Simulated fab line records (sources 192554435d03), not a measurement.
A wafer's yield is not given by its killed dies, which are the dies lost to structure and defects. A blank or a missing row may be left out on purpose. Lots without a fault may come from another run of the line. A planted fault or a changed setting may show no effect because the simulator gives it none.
Which of the tools did it? + flow n5 finfet + at 1 step of a route of 1938, 10 lots with 30 wafers sampled

## WHAT THE GAUGES SHOWED, per wafer
N5_BEOL_M8_OCD_MEAS_38.
| lot  | measured     | on     | trench depth nm (nm) |
|------|--------------|--------|----------------------|
| L196 | day 9 04:19  | ocd-01 | 91.7 92.8 93.0       |
| L197 | day 9 18:34  | ocd-01 | 95.0 93.7 94.4       |
| L199 | day 10 05:25 | ocd-02 | 94.5 94.0 95.3       |
| L202 | day 10 18:08 | ocd-02 | 94.0 94.0 94.3       |
| L204 | day 11 05:28 | ocd-02 | 97.0 95.1 95.2       |
| L203 | day 11 07:11 | ocd-01 | 94.4 94.4 93.4       |
| L206 | day 11 14:02 | ocd-01 | 92.6 92.5 91.6       |
| L211 | day 13 08:14 | ocd-02 | 93.6 93.8 95.7       |
| L212 | day 13 14:06 | ocd-02 | 95.4 93.2 93.4       |
| L219 | day 14 23:34 | ocd-01 | 94.6 94.0 93.9       |

## EACH LOT AND THE TOOL THAT RAN IT (in order: tool; ch and the chambers of the sampled wafers; start)
There is no process step in the record ahead of these readings.

## WHAT THE TOOLS THEMSELVES READ (means of the sampled wafers that have a number; where no wafer has one, the mark that the record gives instead)
The record holds no such reading with a usual standard deviation.

## THE ANSWER, worked out from the rows above alone
Rule: what is usual is taken from the lots themselves. The widest of any qualifying gaps counts: lots, ordered by their means at a reading, are off when they make up no more than a third of the lots, leave a main group of 4 or more, and stand apart from it by 3 or more times the standard deviation of that group's means. If all means in a main group match to the digits the tables above print for the reading, that group is not used. A lot without any number at a reading at which 4 lots or more have one is off too. All remaining lots with rows at the step are treated as sound. The gauges are gone through in route order, then the tools' own readings, and for those a lot's mean is taken as printed above. At the first step where some lot is off, the reading lying furthest off is the one used; lots without a number count as furthest.
Across all readings shown, no lot is off: no conclusion can be drawn from this.

## WHAT THE SIMULATOR PUT IN
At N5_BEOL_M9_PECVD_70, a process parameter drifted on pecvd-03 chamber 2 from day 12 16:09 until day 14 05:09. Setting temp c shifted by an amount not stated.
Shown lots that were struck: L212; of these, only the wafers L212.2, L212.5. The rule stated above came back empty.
